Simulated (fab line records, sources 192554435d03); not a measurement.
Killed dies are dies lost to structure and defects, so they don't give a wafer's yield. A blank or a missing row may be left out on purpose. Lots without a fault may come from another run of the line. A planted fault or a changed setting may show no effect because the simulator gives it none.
Chamber matching | flow n5_finfet | N5_BEOL_M7_PECVD_70 on pecvd-03: 3 sister chambers
The step deposits SiO2 from TEOS/O2, target thk 20 nm, time 22.7 s. 3 wafers are shown with their chamber, then 10 later ones without.

WAFERS WITH THEIR CHAMBER
wafer  | chamber | throttle_valve_pct (%)
L091.3 | 2       | 21.9
L092.1 | 0       | 24.7
L092.2 | 1       | 21.0

WAFERS WITHOUT THEIR CHAMBER
wafer  | throttle_valve_pct (%)
L092.6 | 24.6
L094.1 | 24.6
L094.5 | 24.3
L094.6 | 20.9
L093.1 | 21.0
L093.4 | 24.4
L093.5 | 21.0
L097.1 | 24.7
L097.3 | 21.1
L097.5 | 24.6

WHICH CHAMBER EACH WENT THROUGH
wafer  | from the rows above | in truth
L092.6 | 0                   | 0
L094.1 | 0                   | 0
L094.5 | 0                   | 0
L094.6 | 1                   | 1
L093.1 | 1                   | 1
L093.4 | 0                   | 0
L093.5 | 1                   | 1
L097.1 | 0                   | 0
L097.3 | 1                   | 1
L097.5 | 0                   | 0
Placed correctly: 10 of 10. Can't be placed from these rows: 0. Placed wrongly: 0.
How it was worked out, from the rows above alone: a wafer's distance from a chamber is the root of the sum, over the readings, of the square of ((its reading less the chamber's mean) divided by the reading's scatter). The wafer belongs to the nearest chamber; if the next one is less than 2 further off, it can't be placed. A chamber's mean is the mean of its shown wafers. The scatter: with one shown wafer a chamber, the root of the mean of the squares of how far each hidden wafer lies from its nearest shown one.
